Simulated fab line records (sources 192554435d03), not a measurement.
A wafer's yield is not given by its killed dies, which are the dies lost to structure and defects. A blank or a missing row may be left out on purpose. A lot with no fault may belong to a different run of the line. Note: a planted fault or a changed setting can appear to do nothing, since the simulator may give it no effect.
Which tool is to blame? | flow n5_finfet | 34 wafers from 12 lots sampled at 5 of the route's 1938 steps

WHAT THE GAUGES READ, wafer by wafer
N5_PASSIVATION_CD_MEAS_10 targets a cd of 3000 nm. Usual: cd_nm at 3000.8 nm, with a standard deviation of 2.8.
lot  | measured     | on        | cd_nm (nm)           | flag
L372 | day 13 14:02 | cd_sem-01 | 2997.2 2995.9 2996.7 |
L371 | day 13 15:08 | cd_sem-03 | 2999.4 2998.1 2996.8 |
L374 | day 13 18:26 | cd_sem-02 | 3004.9 3002.0 3002.9 |
L377 | day 14 15:11 | cd_sem-01 | 3001.6 3002.9 3004.2 |
L379 | day 14 18:43 | cd_sem-03 | 3005.7 3002.1 3002.0 |
L378 | day 15 02:38 | cd_sem-02 | 2996.8 2997.9 3001.8 |
L381 | day 16 02:16 | cd_sem-02 | 3001.4 3003.0 3001.0 |
L380 | day 16 15:32 | cd_sem-03 | 3002.1 3001.3 3001.8 |
L384 | day 17 06:30 | cd_sem-02 | 3004.5 3001.6        |
L383 | day 17 07:26 | cd_sem-02 | 2997.4 2998.7        |
L390 | day 18 12:59 | cd_sem-01 | 3005.2 3003.2 3000.4 |
L392 | day 19 01:11 | cd_sem-02 | 3002.0 3005.6 3000.7 |

N5_PASSIVATION_CD_MEAS_30 targets a cd of 4000 nm. Usual: cd_nm at 3999.9 nm, with a standard deviation of 1.5.
lot  | measured     | on        | cd_nm (nm)           | flag
L372 | day 13 16:11 | cd_sem-03 | 3996.4 3997.9 3999.1 |
L371 | day 13 17:27 | cd_sem-03 | 3998.4 4001.3 4001.6 |
L374 | day 13 20:02 | cd_sem-02 | 4000.2 4001.6 3999.5 |
L377 | day 14 16:49 | cd_sem-02 | 4003.2 4002.4 4002.5 |
L379 | day 14 20:44 | cd_sem-03 | 3999.6 4000.6 4002.6 |
L378 | day 15 04:51 | cd_sem-02 | 3999.5 4000.5 4001.4 |
L381 | day 16 04:26 | cd_sem-02 | 3999.0 4000.9 3998.7 |
L380 | day 16 17:34 | cd_sem-02 | 3998.3 3999.0 4000.0 |
L384 | day 17 08:39 | cd_sem-02 | 3997.5 4024.9        | OFF
L383 | day 17 09:20 | cd_sem-03 | 3997.5 4025.1        | OFF
L390 | day 18 17:24 | cd_sem-02 | 4001.3 3998.7 4025.1 | OFF
L392 | day 19 02:52 | cd_sem-02 | 3998.5 4002.3 3996.6 |

TOOL THAT RAN EACH LOT (tool first, then ch and the chambers of the sampled wafers, then the start)
lot  | N5_PASSIVATION_PECVD_01         | N5_PASSIVATION_DEGAS_18      | N5_PASSIVATION_EXPOSE_27
L372 | pecvd-03 ch 0,1,2, day 13 10:15 | pvd_sputter-01, day 13 15:32 | krf_scanner-01 ch 0, day 13 16:01
L371 | pecvd-03 ch 0,2, day 13 11:14   | pvd_sputter-01, day 13 16:40 | krf_scanner-02 ch 0, day 13 17:16
L374 | pecvd-01 ch 0,2, day 13 16:22   | pvd_sputter-02, day 13 19:22 | krf_scanner-02 ch 0, day 13 19:52
L377 | pecvd-03 ch 0,2, day 14 13:25   | pvd_sputter-03, day 14 16:02 | krf_scanner-01 ch 0, day 14 16:38
L379 | pecvd-02 ch 0,1,2, day 14 18:01 | pvd_sputter-03, day 14 20:05 | krf_scanner-01 ch 0, day 14 20:34
L378 | pecvd-01 ch 0,2, day 15 01:55   | pvd_sputter-01, day 15 04:05 | krf_scanner-02 ch 0, day 15 04:41
L381 | pecvd-01 ch 0,1,2, day 15 22:49 | pvd_sputter-01, day 16 03:47 | krf_scanner-02 ch 0, day 16 04:16
L380 | pecvd-03 ch 1,2, day 16 11:52   | pvd_sputter-01, day 16 16:37 | krf_scanner-02 ch 0, day 16 17:23
L384 | pecvd-03 ch 0,2, day 17 05:19   | pvd_sputter-02, day 17 07:59 | krf_scanner-02 ch 0, day 17 08:29
L383 | pecvd-03 ch 0,1, day 17 06:54   | pvd_sputter-02, day 17 08:40 | krf_scanner-02 ch 0, day 17 09:10
L390 | pecvd-01 ch 0,1, day 18 11:32   | pvd_sputter-01, day 18 16:37 | krf_scanner-02 ch 0, day 18 17:14
L392 | pecvd-01 ch 0,1, day 18 21:59   | pvd_sputter-03, day 19 02:05 | krf_scanner-01 ch 0, day 19 02:41
- N5_PASSIVATION_PECVD_01: deposits SiNx from SiH4/NH3/N2, target thk 200 nm, time 43.2 s.
- N5_PASSIVATION_DEGAS_18: time 60 s.
- N5_PASSIVATION_EXPOSE_27: exposes mask PAD, defocus 0 nm.

WHAT THE TOOLS THEMSELVES READ (means of the sampled wafers that have a number; where no wafer has one, the mark that the record gives instead)
N5_PASSIVATION_PECVD_01. Usual: heater_power_w 365 W, standard deviation 77; showerhead_plenum_p_Torr 8.66 Torr, standard deviation 0.061; throttle_valve_pct 29.5 %, standard deviation 2.4.
lot  | tool     | heater_power_w (W) | showerhead_plenum_p_Torr (Torr) | throttle_valve_pct (%) | flag
L372 | pecvd-03 | 372                | 8.68                            | 29.6                   |
L371 | pecvd-03 | 443                | 8.63                            | 29.1                   |
L374 | pecvd-01 | 423                | 8.63                            | 32.0                   |
L377 | pecvd-03 | 463                | 8.62                            | 29.0                   |
L379 | pecvd-02 | 308                | 8.63                            | 28.9                   |
L378 | pecvd-01 | 415                | 8.66                            | 31.9                   |
L381 | pecvd-01 | 359                | 8.68                            | 31.0                   |
L380 | pecvd-03 | 316                | 8.71                            | 30.3                   |
L384 | pecvd-03 | 430                | 8.66                            | 28.4                   |
L383 | pecvd-03 | 449                | 8.68                            | 31.5                   |
L390 | pecvd-01 | 397                | 8.69                            | 28.6                   |
L392 | pecvd-01 | 395                | 8.69                            | 28.6                   |

N5_PASSIVATION_DEGAS_18. Usual: heater_power_w at 517 W, with a standard deviation of 71.
lot  | tool           | heater_power_w (W) | flag
L372 | pvd_sputter-01 | 452                |
L371 | pvd_sputter-01 | 433                |
L374 | pvd_sputter-02 | 467                |
L377 | pvd_sputter-03 | 571                |
L379 | pvd_sputter-03 | 522                |
L378 | pvd_sputter-01 | 455                |
L381 | pvd_sputter-01 | 452                |
L380 | pvd_sputter-01 | 458                |
L384 | pvd_sputter-02 | 468                |
L383 | pvd_sputter-02 | 556                |
L390 | pvd_sputter-01 | 411                |
L392 | pvd_sputter-03 | 535                |

N5_PASSIVATION_EXPOSE_27. Usual: exposure_dose_mJ_cm2 at 32.300, with a standard deviation of 0.028.
lot  | tool           | exposure_dose_mJ_cm2 | flag
L372 | krf_scanner-01 | 32.310               |
L371 | krf_scanner-02 | 32.296               |
L374 | krf_scanner-02 | 32.287               |
L377 | krf_scanner-01 | 32.259               |
L379 | krf_scanner-01 | 32.319               |
L378 | krf_scanner-02 | 32.291               |
L381 | krf_scanner-02 | 32.275               |
L380 | krf_scanner-02 | 32.307               |
L384 | krf_scanner-02 | 32.313               |
L383 | krf_scanner-02 | 32.310               |
L390 | krf_scanner-02 | 32.299               |
L392 | krf_scanner-01 | 32.300               |

THE ANSWER, worked out from the rows above alone
Rule: lot off if the mean of its wafers having a number is beyond 3 standard deviations from the usual mean. A lot without any number at a reading at which 4 lots or more have one is off too. The other lots that the step has rows for count as sound. The gauges are gone through in route order, then the tools' own readings, and for those a lot's mean is taken as printed above. At the first step where some lot is off, the reading lying furthest off is the one used; lots without a number count as furthest.
Off: L384, L383, L390, at N5_PASSIVATION_CD_MEAS_30 (cd_nm).
If a tool, at a process step before that reading, ran all the lots that are off and no sound lot after the first of them, it fits. The gauges at N5_PASSIVATION_CD_MEAS_30 are tried like those tools. One fits: krf_scanner-02 at N5_PASSIVATION_EXPOSE_27. Its last sound lot is L380 (day 16 17:23), its first lot that is off L384 (day 17 08:29): a fault that began between those two fits.

WHAT HAD BEEN PUT IN BY THE SIMULATOR
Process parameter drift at N5_PASSIVATION_EXPOSE_27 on krf_scanner-02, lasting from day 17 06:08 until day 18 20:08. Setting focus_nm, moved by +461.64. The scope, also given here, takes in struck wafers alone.
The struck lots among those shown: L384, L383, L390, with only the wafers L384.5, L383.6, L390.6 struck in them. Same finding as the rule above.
